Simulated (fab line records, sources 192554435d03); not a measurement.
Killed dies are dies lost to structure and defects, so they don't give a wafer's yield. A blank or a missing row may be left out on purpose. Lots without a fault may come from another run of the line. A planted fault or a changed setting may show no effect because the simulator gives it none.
Problem report in the 8D (eight disciplines) form, filled by code | flow n5_finfet | the parts of the form that need people (team, actions taken, sign-off) are left out

1. THE PROBLEM
cd_nm at N5_MIM_BOT_LITHO_CD_MEAS_08 reads a mean of 2983.3 nm on 6 wafers of 3 lots; wafers without a fault read 3000.1 nm with a standard deviation of 2.8. That is -6.0 standard deviations from the usual mean.
The step: target cd 3000 nm.
First seen on wafer L518.3, day 14 17:17, on cd_sem-02. The record holds 33 wafers of 11 lots with a number at this step. Rule for "out", or "out of limits": more than 4 standard deviations from the usual mean. The other wafers with a number count as sound.

2. WHAT IT IS AND WHAT IT IS NOT
question                    | is                                             | is not
which readings at this step | cd_nm                                          | -
which lots                  | L518, L519, L521                               | L510, L514, L515, L516, L517, L530, L532, L533
which wafers of those lots  | L518.3, L518.4, L519.3, L519.6, L521.4, L521.6 | L518.1, L519.5, L521.2
read on which gauges        | cd_sem-02, cd_sem-03                           | cd_sem-01
when                        | from day 14 17:17                              | up to then (16 sound wafers); but 11 sound wafers of L519, L521, L530, L532, L533 came after

3. SUSPECTS, AND WHAT RULES EACH OUT
Counting: a tool at a process step up to the reading stays a suspect if it ran every lot that is out. Sound lots after the first of them don't rule it out here, since some wafers of a struck lot are sound.
- the gauge at N5_MIM_BOT_LITHO_CD_MEAS_08: ruled out. The wafers that are out were read on 2 gauges (cd_sem-02, cd_sem-03).
- litho_track-03 at N5_MIM_BOT_LITHO_PEB_06: kept. It ran every lot that is out, first L518 (day 14 17:10); its last sound lot up to then is L517 (day 14 14:36).
Left after counting: litho_track-03 at N5_MIM_BOT_LITHO_PEB_06.

4. THE CAUSE (what the simulator had put in)
Process parameter drift: litho_track-03, from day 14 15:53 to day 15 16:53, at N5_MIM_BOT_LITHO_PEB_06. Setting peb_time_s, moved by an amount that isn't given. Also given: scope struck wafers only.
Counting left only this tool.

5. THE CHAIN OF EFFECTS, in route order
Each row: a reading whose mean over the struck wafers that have a number lies more than 3 standard deviations from the usual. Only readings for which the record gives a usual standard deviation are gone through. hours: the time from each lot's start at the first step in this table that gives one to its start at this step, as a median over the lots. sigmas: the change in usual standard deviations.
hours | step                        | reading | usual     | on struck wafers | change | sigmas
0     | N5_MIM_BOT_LITHO_CD_MEAS_08 | cd_nm   | 3000.1 nm | 2983.3           | -16.8  | -6.0
Later measuring or inspecting steps at which every struck wafer that the step has a row for has a number for every such reading, and none has moved that far: N5_MIM_BOT_LITHO_INSPECT_12.

6. WHAT WOULD HAVE CAUGHT IT SOONER
In this record the first reading out of limits at a measuring or inspecting step was taken at day 14 17:17, 1 hour after the fault began at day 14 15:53.
Of the lots that are out (3), L519, L521 began N5_MIM_BOT_LITHO_PEB_06 on litho_track-03 after day 14 17:17. A hold on the tool at that time would have spared those 2.
